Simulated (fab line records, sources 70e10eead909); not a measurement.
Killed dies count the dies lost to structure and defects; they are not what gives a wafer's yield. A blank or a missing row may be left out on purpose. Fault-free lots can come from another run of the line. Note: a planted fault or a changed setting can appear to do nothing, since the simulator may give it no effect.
Problem report in the 8D (eight disciplines) form, filled by code ; flow nand-harc ; the parts of the form that need people (team, actions taken, sign-off) are left out

== 1. THE PROBLEM ==
Wafers without a fault read 65.5 s, standard deviation 0.43; run-length-s at NHARC_P_M0_ETCH_34 reads a mean of 55.5 s on 3 wafers belonging to 2 lots. Relative to the usual mean, that is a shift of -23 standard deviations.
The step: etches the open film in N2/H2, target depth 40 nm, overetch 12 nm, time 43.94 s.
Earliest sighting: wafer L662.5 on rie-diel-02 at day 6 10:59. Wafers with a number at this step in the record: 36, from 12 lots. The rule behind "out" and "out of limits": a value lying over 4 standard deviations away from the usual mean. The other wafers with a number count as sound.

== 2. WHAT IT IS AND WHAT IT IS NOT ==
question;is;is not
which readings at this step;run-length-s;drypump-motor-current-A, oes-product-au, rf-vpp-V, showerhead-plenum-p-Torr, throttle-valve-pct
which lots;L662, L664;L666, L672, L674, L675, L676, L677, L678, L679, L680, L681
which wafers of those lots;L662.5, L662.6, L664.6;L662.1, L664.1, L664.4
read on which tools;rie-diel-02;rie-diel-09, rie-diel-10
when;from day 6 10:59;"up to then (1 sound wafer); but 32 sound wafers of L664, L666, L672, L674, L675, L676, L677, L678, L679, L680, L681 came after"

== 3. THE SUSPECTS, EACH WITH WHAT RULES IT OUT ==
Counting: if a tool at a process step up to the reading ran every lot that is out, it stays a suspect. Sound lots after the first of them don't rule it out here, since some wafers of a struck lot are sound.
- pvd-sputter-03 at NHARC_P_CONTACT_DEGAS_38 (time 60 s): kept. It ran every lot that is out, first L662 (day 6 08:10).
- rie-diel-02 at NHARC_P_M0_ETCH_34 (etches the open film in N2/H2, target depth 40 nm, overetch 12 nm, time 43.94 s): kept. It ran every lot that is out, first L662 (day 6 10:59). On those wafers its own readings are out: run-length-s.
After counting, pvd-sputter-03 at NHARC_P_CONTACT_DEGAS_38 and rie-diel-02 at NHARC_P_M0_ETCH_34 remain.

== 4. THE CAUSE (what the simulator had put in) ==
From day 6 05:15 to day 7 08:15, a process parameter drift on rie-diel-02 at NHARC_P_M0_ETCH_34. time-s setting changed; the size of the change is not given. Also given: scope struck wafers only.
After counting, 2 suspects remain, this tool included.

== 5. THE CHAIN OF EFFECTS, in route order ==
One row per reading whose mean, taken over the struck wafers that have a number, lies over 3 standard deviations from the usual. Readings are gone through only where the record gives a usual standard deviation; hours: the median, over the lots, of the time from a lot's start at the first step in this table giving one to that lot's start at this step; sigmas: the change measured in usual standard deviations.
hours;step;reading;usual;on struck wafers;change;sigmas
0;NHARC_P_M0_ETCH_34;run-length-s;65.5 s;55.5;-10.0;-23
Here are the process steps it includes:
- NHARC_P_M0_ETCH_34: etches the open film in N2/H2, target depth 40 nm, overetch 12 nm, time 43.94 s.

== 6. WHAT WOULD HAVE CAUGHT IT SOONER ==
The fault began at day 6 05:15; the first out-of-limits reading in this record came at day 6 10:59, 6 hours later.
